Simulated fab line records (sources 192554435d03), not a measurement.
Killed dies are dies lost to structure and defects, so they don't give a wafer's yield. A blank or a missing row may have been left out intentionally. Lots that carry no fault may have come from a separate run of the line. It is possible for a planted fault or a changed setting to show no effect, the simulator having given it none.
fab line records -- flow n5Finfet -- part 1 of 2: steps 1 to 18 of 32
record: lots: 5, wafers: 15, lastDay: 19
route steps=1938 shown SD_EPI_N@272 SD_EPI_P@295
lots that met no fault: taken from a fault-free run of the same line
startH: the number of hours between the record's first day and the start of the first shown wafer of the lot -- waitH: hours elapsed since this lot's preceding step -- " as in the row above -- L1.1+2: one row covering several wafers at once -- - either no value or no given start -- * or withheld: withheld -- < > ~ a bound
route shown NAME@n: names a module that has steps shown in the file, with the first one's number in the route -- usual: mean and standard deviation over wafers with no fault -- same: alike in all rows -- chamber/n: place in a boat -- sites: the reading at each site -- _std_site: standard deviation across them -- _edge_site: mean of outer sites minus mean of inner sites -- radiusMm: for every site, how far away it sits from the centre of the wafer -- mask NAME#n: copy n -- behind: tool/chamber where the wafer was last shaped -- hold: why the lot was held/for how many hours/how that ended -- device: transistor that didn't switch, given as n, p or np -- end of line: tests of these same wafers at the route's end -- a step with no rows: only its recipe -- killed: not the wafer's yield, but the dies lost to structure and defects at the first sort -- map: shows each die of a wafer: x if killed, . if not, _ if none is there
set.NAME: the setting that was run; set.NAME@STEP: the one run at that earlier step -- model.NAME: the simulator's own value behind a step, which no gauge read
lots seen at some steps along the route; tables by step, rows by wafer
services: from which hour (startH, from the record's first day; less than 0 if before it) a tool's chamber was out of use, for how many hours, and why
== steps ==
step: N5_SD_EPI_N_INSPECT_11
recipe: mode: adi, inspectInstrument: macro
usual: rawDefectCount: 1.9/1.4
lot.wafer,tool,chamber,startH,waitH,rawDefectCount
L075.1,defectInspect-01,-,56.67,0.0,2
L075.3,defectInspect-01,-,56.67,0.0,1
L075.5,defectInspect-01,-,56.67,0.0,1
L079.1,defectInspect-01,-,82.81,0.0,3
L079.4,defectInspect-01,-,82.81,0.0,3
L079.6,defectInspect-01,-,82.81,0.0,6
L086.2,defectInspect-02,-,125.94,0.0,3
L086.4,defectInspect-02,-,125.94,0.0,2
L086.6,defectInspect-02,-,125.94,0.0,0
L090.1,defectInspect-01,-,144.28,0.0,3
L090.2,defectInspect-01,-,144.28,0.0,4
L090.5,defectInspect-01,-,144.28,0.0,2
L097.1,defectInspect-02,-,189.82,0.0,1
L097.2,defectInspect-02,-,189.82,0.0,2
L097.6,defectInspect-02,-,189.82,0.0,1
step: N5_SD_EPI_N_DESCUM_14
recipe: chemistry: O2, timeS: 7.9, sourcePowerW: 50, biasPowerW: 20, pressureMtorr: 20, rfFrequencyHz: 2.712e+07, tempC: 40, resist: CAR-ArF-block, o2FlowSccm: 225
usual: drypumpMotorCurrentA: 5.6/0.32, oesProductAu: 0.80/0.062, rfVppV: 243.1/1.2, showerheadPlenumPTorr: 2.09/0.061, throttleValvePct: 20.54/0.22
lot.wafer,tool,chamber,startH,waitH,drypumpMotorCurrentA,oesProductAu,rfHoursCounterH,rfVppV,showerheadPlenumPTorr,throttleValvePct
L075.1,rieDiel-02,2,56.71,0.0,5.3,0.75,162,241.6,2.00,20.85
L075.3,rieDiel-02,3,56.71,0.0,5.1,0.77,147,244.6,2.20,20.92
L075.5,rieDiel-02,0,56.71,0.0,6.1,0.82,-,240.1,2.02,20.21
L079.1,rieDiel-02,3,82.87,0.1,5.1,0.76,154,244.5,2.20,20.94
L079.4,rieDiel-02,0,82.87,0.1,6.1,0.80,121,242.2,2.02,20.23
L079.6,rieDiel-02,0,82.87,0.1,6.1,0.80,-,240.3,2.02,20.21
L086.2,rieDiel-01,0,125.98,0.0,5.7,0.86,54,243.0,2.12,20.49
L086.4,rieDiel-01,3,125.98,0.0,5.7,0.75,168,245.4,2.08,20.57
L086.6,rieDiel-01,1,125.98,0.0,5.7,0.95,-,244.0,2.13,20.23
L090.1,rieDiel-01,3,144.46,0.2,5.7,0.76,175,243.5,2.07,20.58
L090.2,rieDiel-01,1,144.46,0.2,5.7,0.95,16,242.5,2.13,20.23
L090.5,rieDiel-01,1,144.46,0.2,5.7,0.95,-,242.9,2.13,20.23
L097.1,rieDiel-01,2,189.86,0.0,5.7,0.80,102,240.9,2.11,20.61
L097.2,rieDiel-01,0,189.86,0.0,5.7,0.83,76,243.2,2.11,20.51
L097.6,rieDiel-01,0,189.86,0.0,5.8,0.84,-,242.2,2.11,20.54
step: N5_SD_EPI_N_ETCH_34
recipe: chemistry: CF4, target: SiARC, targetDepthA: 455, maskMaterial: CAR-ArF-block, timeS: 75.8, ionEnergyEv: 80, pressureMtorr: 40, sourceW: 545, biasW: 36, Ar_flow_sccm: 100, cf4FlowSccm: 100, ends: cleared
usual: biasW: 36.01/0.11, drypumpMotorCurrentA: 5.6/0.33, etchRfOnTimeS: 75.4/1.3, oesProductAu: 0.68/0.051, rfVppV: 184.1/1, showerheadPlenumPTorr: 2.14/0.053, throttleValvePct: 15.71/0.19
lot.wafer,tool,chamber,startH,waitH,biasW,drypumpMotorCurrentA,etchRfOnTimeS,oesProductAu,rfHoursCounterH,rfVppV,showerheadPlenumPTorr,throttleValvePct
L075.1,rieDiel-02,2,56.74,0.0,36.03,5.3,76.2,0.63,162,181.6,2.06,16.07
L075.3,rieDiel-02,3,56.74,0.0,35.98,5.1,76.8,0.65,147,185.5,2.23,15.92
L075.5,rieDiel-02,0,56.74,0.0,36.03,6.1,75.5,0.69,-,183.3,2.08,15.48
L079.1,rieDiel-02,3,82.91,0.0,35.91,5.1,75.9,0.64,154,187.1,2.22,15.95
L079.4,rieDiel-02,0,82.91,0.0,35.92,6.1,75.0,0.68,121,183.9,2.07,15.50
L079.6,rieDiel-02,0,82.91,0.0,36.04,6.1,75.7,0.68,-,183.0,2.07,15.51
L086.2,rieDiel-01,0,126.01,0.0,36.03,5.7,76.0,0.73,54,185.0,2.17,15.58
L086.4,rieDiel-01,3,126.01,0.0,36.06,5.7,72.6,0.65,168,181.9,2.13,15.81
L086.6,rieDiel-01,1,126.01,0.0,36.02,5.8,74.7,0.82,-,184.3,2.19,15.48
L090.1,rieDiel-01,3,144.49,0.0,35.95,5.7,73.1,0.64,175,183.1,2.13,15.83
L090.2,rieDiel-01,1,144.49,0.0,35.96,5.7,74.7,0.80,16,185.3,2.19,15.48
L090.5,rieDiel-01,1,144.49,0.0,35.86,5.7,74.8,0.80,-,185.4,2.19,15.49
L097.1,rieDiel-01,2,189.89,0.0,36.22,5.7,75.0,0.68,102,184.1,2.16,15.71
L097.2,rieDiel-01,0,189.89,0.0,35.98,5.7,76.8,0.70,76,184.2,2.16,15.61
L097.6,rieDiel-01,0,189.89,0.0,35.88,5.8,76.4,0.70,-,184.1,2.16,15.62
step: N5_SD_EPI_N_ETCH_35
recipe: chemistry: N2/H2, target: SOC, overetchA: 1080, maskMaterial: SiARC, tempC: 40, ionEnergyEv: 100, sourceW: 3000, biasW: 133, pressureMtorr: 20, timeS: 486, n2FlowSccm: 200, h2FlowSccm: 200
usual: biasW: 133.0/0.36, drypumpMotorCurrentA: 5.6/0.32, oesProductAu: 0.71/0.054, rfVppV: 240.8/1.3, showerheadPlenumPTorr: 2.54/0.072, throttleValvePct: 23.91/0.28
lot.wafer,tool,chamber,startH,waitH,biasW,drypumpMotorCurrentA,oesProductAu,rfHoursCounterH,rfVppV,showerheadPlenumPTorr,throttleValvePct
L075.1,rieDiel-02,2,56.80,0.0,132.2,5.3,0.67,162,241.8,2.41,24.21
L075.3,rieDiel-02,3,56.80,0.0,132.6,5.1,0.68,147,240.3,2.66,24.51
L075.5,rieDiel-02,0,56.80,0.0,134.0,6.1,0.72,-,240.0,2.45,23.58
L079.1,rieDiel-02,0,82.97,0.0,133.2,6.1,0.71,121,238.8,2.44,23.62
L079.4,rieDiel-02,3,82.97,0.0,132.9,5.1,0.69,154,241.9,2.66,24.50
L079.6,rieDiel-02,1,82.97,0.0,132.7,5.3,0.71,-,241.2,2.56,23.76
L086.2,rieDiel-01,0,126.07,0.0,132.9,5.8,0.76,54,241.9,2.58,23.90
L086.4,rieDiel-01,3,126.07,0.0,133.2,5.7,0.67,168,239.7,2.52,23.90
L086.6,rieDiel-01,1,126.07,0.0,133.0,5.7,0.85,-,242.7,2.58,23.38
L090.1,rieDiel-01,3,144.55,0.0,133.3,5.7,0.66,175,239.2,2.52,23.90
L090.2,rieDiel-01,1,144.55,0.0,132.9,5.8,0.83,16,241.0,2.58,23.37
L090.5,rieDiel-01,1,144.55,0.0,132.7,5.8,0.83,-,241.3,2.58,23.39
L097.1,rieDiel-01,2,189.95,0.0,132.9,5.7,0.71,102,242.5,2.56,24.14
L097.2,rieDiel-01,0,189.95,0.0,132.6,5.7,0.73,76,239.8,2.57,23.92
L097.6,rieDiel-01,0,189.95,0.0,133.3,5.7,0.74,-,241.5,2.57,23.91
step: N5_SD_EPI_N_STRIP_36
recipe: chemistry: N2/H2, tempC: 40, n2FlowSccm: 200, h2FlowSccm: 200, rfFrequencyHz: 6e+07
lot.wafer,tool,chamber,startH,waitH
L075.1+3+5,rieDiel-02,"2,3,0",57.11,0.2
L079.1+4+6,rieDiel-02,"1,1,0",83.28,0.2
L086.2+4+6,rieDiel-01,"0,3,1",126.38,0.2
L090.1+2+5,rieDiel-01,"3,1,1",144.86,0.2
L097.1+2+6,rieDiel-01,"2,0,0",190.26,0.2
step: N5_SD_EPI_N_ETCHBACK_44
recipe: chemistry: CH3F/O2, mode: anisotropicEtchback, target: SiNx, targetDepthA: 145, stopOn: SiO2, overEtchFrac: 0.3, ionEnergyEv: 120, pressureMtorr: 30, sourceW: 395, biasW: 73, Ar_flow_sccm: 150, CH3F_flow_sccm: 30, O2_flow_sccm: 20
usual: biasW: 72.97/0.23, drypumpMotorCurrentA: 5.6/0.32, oesProductAu: 0.68/0.051, rfVppV: 298/5.6, showerheadPlenumPTorr: 2.00/0.054, throttleValvePct: 16.46/0.18
lot.wafer,tool,chamber,startH,waitH,biasW,drypumpMotorCurrentA,oesProductAu,rfHoursCounterH,rfVppV,showerheadPlenumPTorr,throttleValvePct
L075.1,rieDiel-02,2,57.12,0.0,73.37,5.3,0.64,163,305,1.91,16.75
L075.3,rieDiel-02,3,57.12,0.0,72.86,5.1,0.65,147,307,2.09,16.70
L075.5,rieDiel-02,0,57.12,0.0,72.68,6.1,0.69,-,292,1.94,16.25
L079.1,rieDiel-02,1,83.29,0.0,72.80,5.2,0.68,111,294,2.01,16.28
L079.4,rieDiel-02,1,83.29,0.0,72.97,5.2,0.68,-,294,2.01,16.29
L079.6,rieDiel-02,0,83.29,0.0,73.12,6.1,0.68,-,292,1.94,16.24
L086.2,rieDiel-01,0,126.39,0.0,73.02,5.7,0.73,54,301,2.04,16.40
L086.4,rieDiel-01,3,126.39,0.0,72.93,5.7,0.63,168,299,1.99,16.57
L086.6,rieDiel-01,1,126.39,0.0,73.06,5.7,0.81,-,303,2.05,16.22
L090.1,rieDiel-01,3,144.87,0.0,72.45,5.7,0.63,175,299,1.99,16.59
L090.2,rieDiel-01,1,144.87,0.0,72.69,5.7,0.79,16,305,2.04,16.20
L090.5,rieDiel-01,1,144.87,0.0,73.03,5.7,0.79,-,303,2.04,16.21
L097.1,rieDiel-01,2,190.27,0.0,73.28,5.6,0.68,102,293,2.01,16.44
L097.2,rieDiel-01,0,190.27,0.0,73.02,5.8,0.71,76,300,2.03,16.44
L097.6,rieDiel-01,0,190.27,0.0,72.64,5.8,0.70,-,299,2.03,16.44
step: N5_SD_EPI_N_ETCH_45
recipe: chemistry: CH3F/O2, target: SiOCN, targetDepthA: 60, maskMaterial: SOC, ionEnergyEv: 60, biasW: 29, pressureMtorr: 15, sourceW: 410, Ar_flow_sccm: 150, CH3F_flow_sccm: 30, O2_flow_sccm: 20
usual: biasW: 29.00/0.084, drypumpMotorCurrentA: 5.6/0.32, oesProductAu: 0.79/0.06, rfVppV: 127.4/0.95, showerheadPlenumPTorr: 2.00/0.054, throttleValvePct: 23.46/0.19
lot.wafer,tool,chamber,startH,waitH,biasW,drypumpMotorCurrentA,oesProductAu,rfHoursCounterH,rfVppV,showerheadPlenumPTorr,throttleValvePct
L075.1,rieDiel-02,2,57.22,0.1,29.13,5.3,0.74,163,125.4,1.91,23.74
L075.3,rieDiel-02,3,57.22,0.1,28.99,5.1,0.77,147,127.9,2.08,23.78
L075.5,rieDiel-02,0,57.22,0.1,28.96,6.2,0.81,-,126.6,1.93,23.14
L079.1,rieDiel-02,1,83.39,0.1,29.10,5.2,0.80,111,127.8,2.01,23.33
L079.4,rieDiel-02,1,83.39,0.1,29.01,5.3,0.80,-,128.2,2.01,23.32
L079.6,rieDiel-02,0,83.39,0.1,28.99,6.1,0.80,-,126.4,1.93,23.15
L086.2,rieDiel-01,0,126.49,0.1,28.98,5.8,0.85,54,128.1,2.03,23.50
L086.4,rieDiel-01,3,126.49,0.1,28.89,5.7,0.76,168,125.6,1.99,23.53
L086.6,rieDiel-01,1,126.49,0.1,28.94,5.7,0.97,-,127.9,2.04,23.22
L090.1,rieDiel-01,3,144.97,0.1,29.02,5.7,0.75,175,128.2,1.99,23.53
L090.2,rieDiel-01,1,144.97,0.1,28.91,5.7,0.93,16,128.4,2.04,23.22
L090.5,rieDiel-01,1,144.97,0.1,28.91,5.7,0.94,-,128.7,2.04,23.22
L097.1,rieDiel-01,2,190.37,0.1,28.90,5.7,0.80,102,128.0,2.01,23.44
L097.2,rieDiel-01,0,190.37,0.1,28.99,5.7,0.82,76,126.7,2.02,23.52
L097.6,rieDiel-01,0,190.37,0.1,29.04,5.7,0.82,-,127.4,2.02,23.53
step: N5_SD_EPI_N_ETCH_16
recipe: chemistry: CHF3/O2, target: SiO2, targetDepthA: 50, maskMaterial: SOC, pressureMtorr: 30, sourceW: 650, biasW: 170, Ar_flow_sccm: 200, CHF3_flow_sccm: 50, O2_flow_sccm: 5, ionEnergyEv: 200
usual: biasW: 169.9/0.51, drypumpMotorCurrentA: 5.6/0.32, oesProductAu: 0.79/0.06, rfVppV: 525/10, showerheadPlenumPTorr: 2.41/0.061, throttleValvePct: 19.03/0.17
lot.wafer,tool,chamber,startH,waitH,biasW,drypumpMotorCurrentA,oesProductAu,rfHoursCounterH,rfVppV,showerheadPlenumPTorr,throttleValvePct
L075.1,rieDiel-02,2,57.32,0.1,169.5,5.3,0.74,163,538,2.31,19.33
L075.3,rieDiel-02,3,57.32,0.1,169.5,5.1,0.77,147,540,2.51,19.26
L075.5,rieDiel-02,0,57.32,0.1,170.6,6.1,0.81,-,515,2.34,18.80
L079.1,rieDiel-02,1,83.49,0.1,170.4,5.2,0.79,111,517,2.43,18.85
L079.4,rieDiel-02,1,83.49,0.1,169.6,5.2,0.79,-,519,2.43,18.86
L079.6,rieDiel-02,0,83.49,0.1,170.8,6.1,0.80,-,515,2.34,18.81
L086.2,rieDiel-01,0,126.59,0.1,170.7,5.8,0.84,54,528,2.45,18.97
L086.4,rieDiel-01,3,126.59,0.1,170.1,5.7,0.75,168,530,2.40,19.12
L086.6,rieDiel-01,1,126.59,0.1,168.5,5.8,0.95,-,534,2.47,18.80
L090.1,rieDiel-01,3,145.07,0.1,169.2,5.7,0.75,175,530,2.40,19.13
L090.2,rieDiel-01,1,145.07,0.1,170.3,5.7,0.93,16,536,2.46,18.81
L090.5,rieDiel-01,1,145.07,0.1,170.0,5.7,0.93,-,536,2.46,18.82
L097.1,rieDiel-01,2,190.47,0.1,169.5,5.7,0.79,102,515,2.42,19.01
L097.2,rieDiel-01,0,190.47,0.1,170.0,5.7,0.82,76,528,2.44,18.99
L097.6,rieDiel-01,0,190.47,0.1,170.1,5.7,0.83,-,528,2.44,19.00
step: N5_SD_EPI_N_STRIP_47
recipe: chemistry: CHF3/O2, resist: SiARC, rfFrequencyHz: 6e+07
lot.wafer,tool,chamber,startH,waitH
L075.1+3+5,rieDiel-02,"2,3,0",57.36,0.0
L079.1+4+6,rieDiel-02,"1,1,0",83.53,0.0
L086.2+4+6,rieDiel-01,"0,3,1",126.63,0.0
L090.1+2+5,rieDiel-01,"3,1,1",145.11,0.0
L097.1+2+6,rieDiel-01,"2,0,0",190.51,0.0
step: N5_SD_EPI_N_SD_RECESS_17
recipe: chemistry: HBr/Cl2/O2, targetDepthA: 410, maskMaterial: SOC, timeS: 23.7, btTimeS: 3, pressureMtorr: 10, icpW: 800, biasW: 112, HBr_flow_sccm: 150, Cl2_flow_sccm: 80, O2_flow_sccm: 12
usual: biasW: 112.0/0.37, drypumpMotorCurrentA: 5.7/0.5, oesProductAu: 0.999/0.017, throttleValvePct: 37.0/0.4
lot.wafer,tool,chamber,startH,waitH,biasW,drypumpMotorCurrentA,oesProductAu,rfHoursCounterH,throttleValvePct
L075.1,rieSi-01,2,57.39,0.0,112.5,5.5,0.985,115,37.1
L075.3,rieSi-01,3,57.39,0.0,111.4,5.8,1.027,154,37.4
L075.5,rieSi-01,3,57.39,0.0,111.7,5.8,1.020,-,37.4
L079.1,rieSi-01,3,83.56,0.0,112.3,5.8,1.019,155,37.4
L079.4,rieSi-01,2,83.56,0.0,112.0,5.5,0.986,116,37.1
L079.6,rieSi-01,2,83.56,0.0,112.3,5.5,0.992,-,37.1
L086.2,rieSi-04,3,126.66,0.0,112.1,5.4,0.986,56,37.2
L086.4,rieSi-04,1,126.66,0.0,112.0,5.9,1.007,20,37.6
L086.6,rieSi-04,1,126.66,0.0,112.3,5.9,1.008,-,37.6
L090.1,rieSi-04,3,145.14,0.0,112.6,5.4,1.001,57,37.2
L090.2,rieSi-04,1,145.14,0.0,112.3,5.9,1.007,20,37.5
L090.5,rieSi-04,2,145.14,0.0,112.0,4.9,1.011,-,36.9
L097.1,rieSi-01,3,190.55,0.0,111.5,5.8,1.022,157,37.4
L097.2,rieSi-01,0,190.55,0.0,112.2,6.1,0.969,10,36.6
L097.6,rieSi-01,3,190.55,0.0,111.1,5.9,1.022,-,37.4
step: N5_SD_EPI_N_STRIP_38
recipe: chemistry: N2/H2, powerW: 1000, tempC: 250, h2Frac: 0.65, overashFraction: 0.3, pressureMtorr: withheld, n2FlowSccm: 1750, h2FlowSccm: 3250
usual: drypumpMotorCurrentA: 5.21/0.26, heaterPowerW: 340/40, oesProductAu: 0.760/0.011
same: overashFraction: 0.3
lot.wafer,tool,chamber,startH,waitH,drypumpMotorCurrentA,heaterPowerW,oesProductAu,rfHoursCounterH
L075.1,plasmaAsher-02,0,57.49,0.1,5.37,390,0.762,86
L075.3,plasmaAsher-02,0,57.49,0.1,5.38,407,0.765,-
L075.5,plasmaAsher-02,1,57.49,0.1,5.18,359,0.777,-
L079.1,plasmaAsher-01,1,83.66,0.1,5.47,283,0.768,38
L079.4,plasmaAsher-01,0,83.66,0.1,4.83,346,0.766,-
L079.6,plasmaAsher-01,1,83.66,0.1,5.46,281,0.759,-
L086.2,plasmaAsher-01,1,126.76,0.1,5.47,278,0.761,46
L086.4,plasmaAsher-01,1,126.76,0.1,5.48,280,0.747,-
L086.6,plasmaAsher-01,1,126.76,0.1,5.49,286,0.756,-
L090.1,plasmaAsher-01,1,145.24,0.1,5.47,287,0.746,50
L090.2,plasmaAsher-01,0,145.24,0.1,4.84,340,0.784,50
L090.5,plasmaAsher-01,0,145.24,0.1,4.82,327,0.759,-
L097.1,plasmaAsher-02,1,190.68,0.1,5.18,344,0.749,113
L097.2,plasmaAsher-02,0,190.68,0.1,5.41,398,0.780,113
L097.6,plasmaAsher-02,0,190.68,0.1,5.41,396,0.753,-
step: N5_SD_EPI_N_WET_ETCH_43
recipe: chemistry: dHF, dilution: withheld, timeS: 14, target: SiO2, targetDepthA: 15, tempC: 25
lot.wafer,tool,chamber,startH,waitH
L075.1+3+5,wetBench-06,"4,6,5",57.58,-
L079.1+4+6,wetBench-02,"2,3,1",83.74,-
L086.2+4+6,wetBench-06,"7,0,2",126.85,-
L090.1+2+5,wetBench-06,"6,7,1",145.33,-
L097.1+2+6,wetBench-02,"7,6,0",190.76,-
step: N5_SD_EPI_N_STRIP_18
recipe: chemistry: SPM, timeS: 750, tempC: 130, h2so4H2o2VolRatio: 4
lot.wafer,tool,chamber,startH,waitH
L075.1+3+5,wetBench-06,"4,6,5",57.58,0.0
L079.1+4+6,wetBench-02,"2,3,1",83.75,0.0
L086.2+4+6,wetBench-06,"7,0,2",126.85,0.0
L090.1+2+5,wetBench-06,"6,7,1",145.33,0.0
L097.1+2+6,wetBench-02,"7,6,0",190.77,0.0
step: N5_SD_EPI_N_SRD_20
recipe: dry: ipaMarangoni, doPpb: 5, timeS: 30, tempC: 23, rinseLiquid: diw
usual: doPpb: 5.00/0.046
lot.wafer,tool,chamber,startH,waitH,doPpb
L075.1,wetBench-06,4,57.79,0.0,4.99
L075.3,wetBench-06,6,57.79,0.0,4.98
L075.5,wetBench-06,5,57.79,0.0,4.98
L079.1,wetBench-02,2,83.96,0.0,5.02
L079.4,wetBench-02,3,83.96,0.0,5.12
L079.6,wetBench-02,1,83.96,0.0,4.98
L086.2,wetBench-06,7,127.06,0.0,4.99
L086.4,wetBench-06,0,127.06,0.0,5.06
L086.6,wetBench-06,2,127.06,0.0,5.02
L090.1,wetBench-06,6,145.56,0.0,4.95
L090.2,wetBench-06,7,145.56,0.0,5.04
L090.5,wetBench-06,1,145.56,0.0,5.04
L097.1,wetBench-02,7,191.00,0.0,4.96
L097.2,wetBench-02,6,191.00,0.0,5.00
L097.6,wetBench-02,0,191.00,0.0,5.06
step: N5_SD_EPI_N_PRECLEAN_48
recipe: chemistry: NF3:NH3, afsCycles: 2, tempC: 30, timeS: 20, sublimationTempC: 180, sublimationTimeS: 60, pressureTorr: 3, rfPowerW: 30
lot.wafer,tool,chamber,startH,waitH
L075.1+3+5,epiRpcvd-02,0,57.84,0.0
L079.1+4+6,epiRpcvd-02,0,84.01,0.0
L086.2+4+6,epiRpcvd-04,0,127.22,0.1
L090.1+2+5,epiRpcvd-02,0,145.61,0.0
L097.1+2+6,epiRpcvd-04,0,191.05,0.0
step: N5_SD_EPI_N_VAPOR_ETCH_50
recipe: chemistry: HCl, target: Si, tempC: 775, timeS: 54, pressureTorr: 20, mode: isotropic
usual: throttleValvePct: 11.43/0.26
lot.wafer,tool,chamber,startH,waitH,throttleValvePct
L075.1,epiRpcvd-02,0,58.20,0.3,11.11
L075.3,epiRpcvd-02,0,58.20,0.3,11.26
L075.5,epiRpcvd-02,0,58.20,0.3,11.29
L079.1,epiRpcvd-02,0,84.37,0.3,11.33
L079.4,epiRpcvd-02,0,84.37,0.3,11.51
L079.6,epiRpcvd-02,0,84.37,0.3,11.20
L086.2,epiRpcvd-04,0,127.80,0.5,11.73
L086.4,epiRpcvd-04,0,127.80,0.5,11.71
L086.6,epiRpcvd-04,0,127.80,0.5,11.73
L090.1,epiRpcvd-02,0,145.97,0.3,11.16
L090.2,epiRpcvd-02,0,145.97,0.3,11.19
L090.5,epiRpcvd-02,0,145.97,0.3,11.17
L097.1,epiRpcvd-04,0,191.53,0.4,11.43
L097.2,epiRpcvd-04,0,191.53,0.4,11.73
L097.6,epiRpcvd-04,0,191.53,0.4,11.87
step: N5_SD_EPI_N_EPI_21
recipe: material: Si:P, dopant: P, tempC: 680, pressureTorr: 255, timeS: 690
lot.wafer,tool,chamber,startH,waitH
L075.1+3+5,epiRpcvd-02,0,58.38,0.1
L079.1+4+6,epiRpcvd-02,0,84.55,0.1
L086.2+4+6,epiRpcvd-04,0,128.57,0.7
L090.1+2+5,epiRpcvd-02,0,146.15,0.1
L097.1+2+6,epiRpcvd-04,0,191.77,0.2
step: N5_SD_EPI_N_EPI_MEAS_23
recipe: mode: xrd
usual: thkNm: 58.9/1.3
lot.wafer,tool,chamber,startH,waitH,thkNm
L075.1,filmMetro-01,-,60.10,1.4,58.8
L075.3,filmMetro-01,-,60.10,1.4,60.1
L075.5,filmMetro-01,-,60.10,1.4,59.4
L079.1,filmMetro-01,-,86.26,1.4,61.2
L079.4,filmMetro-01,-,86.26,1.4,58.2
L079.6,filmMetro-01,-,86.26,1.4,60.1
L086.2,filmMetro-02,-,131.09,2.0,58.1
L086.4,filmMetro-02,-,131.09,2.0,58.9
L086.6,filmMetro-02,-,131.09,2.0,58.6
L090.1,filmMetro-02,-,147.89,1.5,57.2
L090.2,filmMetro-02,-,147.89,1.5,57.9
L090.5,filmMetro-02,-,147.89,1.5,56.3
L097.1,filmMetro-01,-,194.04,1.9,59.4
L097.2,filmMetro-01,-,194.04,1.9,56.5
L097.6,filmMetro-01,-,194.04,1.9,57.0
